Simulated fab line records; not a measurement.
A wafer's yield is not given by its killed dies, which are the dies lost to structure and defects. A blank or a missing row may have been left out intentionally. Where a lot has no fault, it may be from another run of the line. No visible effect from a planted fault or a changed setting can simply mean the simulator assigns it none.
Lot-split experiment    flow n5-finfet    route with 1938 steps; 7 lots, 21 wafers read

THE SPLIT ITSELF
At N5_PASSIVATION_PECVD_53 (deposits SiO2 from TEOS/O2, target thk 800 nm, time 169.4 s), the setting temp-c was moved away from the recipe's 400 C on 9 of the 21 wafers read, by -2.1% to +4.3%. The other wafers ran this setting at the recipe's value.

The split's own step is where the reading is taken.

THE READING
SiO2_of_PASSIVATION_PECVD_53.thk-nm (the simulator's own value, which no gauge read), in nm, at N5_PASSIVATION_PECVD_53 (deposits SiO2 from TEOS/O2, target thk 800 nm, time 169.4 s). No usual value for it is given in the file. Here, 12 wafers ran the recipe; their average is 808.2 nm with a standard deviation of 9.8 nm.

wafer   tool, chamber at the split  temp-c as run, C  against the recipe  SiO2_of_PASSIVATION_PECVD_53.thk-nm, nm  against lot-mates on the recipe
L074.3  pecvd-03, 0                 416.6             +4.2%               708.8                                    -101.2
L074.5  pecvd-03, 1                 400               recipe              810                                      -
L074.6  pecvd-03, 0                 416.6             +4.2%               719.4                                    -90.6
L077.1  pecvd-01, 2                 400               recipe              806.4                                    -
L077.2  pecvd-01, 0                 400               recipe              797                                      -
L077.3  pecvd-01, 0                 391.5             -2.1%               857.8                                    +56.1
L078.1  pecvd-01, 0                 415.1             +3.8%               714                                      -99.4
L078.4  pecvd-01, 0                 400               recipe              813.4                                    -
L078.5  pecvd-01, 1                 415.1             +3.8%               730.2                                    -83.2
L082.1  pecvd-02, 2                 417.1             +4.3%               711                                      no lot-mate on the recipe
L082.2  pecvd-02, 0                 417.1             +4.3%               710                                      no lot-mate on the recipe
L082.6  pecvd-02, 1                 417.1             +4.3%               716.2                                    no lot-mate on the recipe
L084.2  pecvd-02, 0                 400               recipe              806.6                                    -
L084.4  pecvd-02, 1                 400               recipe              801.8                                    -
L084.5  pecvd-02, 0                 400               recipe              819                                      -
L093.1  pecvd-02, 2                 400               recipe              799.4                                    -
L093.4  pecvd-02, 0                 400               recipe              824.2                                    -
L093.6  pecvd-02, 1                 400               recipe              814.6                                    -
L094.2  pecvd-03, 1                 400               recipe              788.6                                    -
L094.4  pecvd-03, 1                 415.7             +3.9%               708.6                                    -94.3
L094.5  pecvd-03, 0                 400               recipe              817.2                                    -

THE FIT
A straight line over all 21 wafers: SiO2_of_PASSIVATION_PECVD_53.thk-nm changes by -22.9 nm for each +1% of temp-c; r = -0.99; the points scatter about the line by 8.8 nm.
The same after taking each lot's own level away (the mean of its wafers on the recipe; 18 wafers): -23.9 nm for each +1%; r = -0.98; scatter 8.5 nm.
The reading moves by 1e+02 nm for the largest change in temp-c, on that fit.
Across the lots, their own levels run from 801.70 to 813.40 nm, a range of 1.2 times the standard deviation given above.
Consequently the slope shifts little with the lot-to-lot level, the two slopes agreeing.
Check: for one of the wafers moved furthest among these (+4.2%), held out of the fit, the line's prediction against its lot-mates is -98.2 nm. Against them it came out at -101 nm.

FURTHER SPLITS ON THESE WAFERS
Other splits were also applied to these wafers ahead of the reading. Each is held against what the fit with the lots' levels taken away leaves over:
other split on the same wafers      wafers away from the commonest value  r with SiO2_of_PASSIVATION_PECVD_53.thk-nm (lot level and that fit taken away)
N5_BEOL_M7_DESCUM_33 time-s         6                                     +0.21
N5_BEOL_M7_TRENCH_ETCH_37 source-w  5                                     +0.32
N5_BEOL_M9_TRENCH_ETCH_37 bias-w    9                                     -0.16
N5_BEOL_M10_TRENCH_ETCH_37 bias-w   7                                     -0.31
N5_BEOL_M10_ETCH_41 source-w        7                                     +0.04
N5_BEOL_M11_ETCH_62 bias-w          11                                    +0.05
N5_BEOL_M11_COAT_22 spin-rpm        11                                    -0.02
N5_BEOL_M12_SPUTTER_43 time-s       7                                     +0.24
N5_BEOL_M13_ETCH_68 time-s          7                                     +0.19
N5_BEOL_M13_SPUTTER_44 power-w      5                                     -0.11
N5_MIM_BOT_SPUTTER_00 power-w       9                                     +0.08

FILE'S OWN FIT
SiO2_of_PASSIVATION_PECVD_53.thk-nm changes by -24 nm for each +1% of temp-c, r = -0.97.
